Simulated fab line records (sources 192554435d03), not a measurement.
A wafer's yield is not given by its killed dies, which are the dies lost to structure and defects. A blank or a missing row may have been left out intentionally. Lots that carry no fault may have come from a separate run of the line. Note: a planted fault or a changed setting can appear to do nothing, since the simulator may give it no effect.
Chamber matching | flow n5-finfet | N5_HKMG_FIN_ALD_91 on ald-metal-01 has 4 sister chambers
The step deposits TiN, target thk 1 nm, pulse time 1 s, purge time 3 s. 4 wafers are shown with their chamber, then 12 later ones without.

== WAFERS WITH THEIR CHAMBER ==
wafer  | chamber | heater-power-w (W)
L087.1 | 3       | 808
L088.1 | 0       | 900
L088.2 | 1       | 907
L088.4 | 2       | 1008

== WAFERS WITHOUT THEIR CHAMBER ==
wafer  | heater-power-w (W)
L094.2 | 910
L094.3 | 896
L094.4 | 814
L095.1 | 828
L095.4 | 1004
L095.5 | 907
L096.1 | 822
L096.2 | 933
L096.6 | 896
L097.1 | 801
L097.3 | 922
L097.5 | 983

== CHAMBER TAKEN BY EACH ==
wafer  | from the rows above     | in truth
L094.2 | can't be placed: 1 or 0 | 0
L094.3 | can't be placed: 0 or 1 | 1
L094.4 | 3                       | 3
L095.1 | 3                       | 3
L095.4 | 2                       | 2
L095.5 | can't be placed: 1 or 0 | 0
L096.1 | 3                       | 3
L096.2 | can't be placed: 1 or 0 | 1
L096.6 | can't be placed: 0 or 1 | 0
L097.1 | 3                       | 3
L097.3 | can't be placed: 1 or 0 | 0
L097.5 | 2                       | 2
Correctly placed: 6 of 12. Unplaceable from these rows: 6, with the true chamber sitting among the candidates in 6. 0 placed wrongly.
How it was worked out, from the rows above alone: a wafer's distance from a chamber is the root of the sum, over the readings, of the square of ((its reading less the chamber's mean) divided by the reading's scatter). The wafer belongs to the nearest chamber; if the next one is less than 2 further off, it can't be placed. A chamber's mean is the mean of its shown wafers. The scatter (one wafer shown for each chamber): square how far every hidden wafer sits from the nearest shown wafer, average those squares and take the square root.
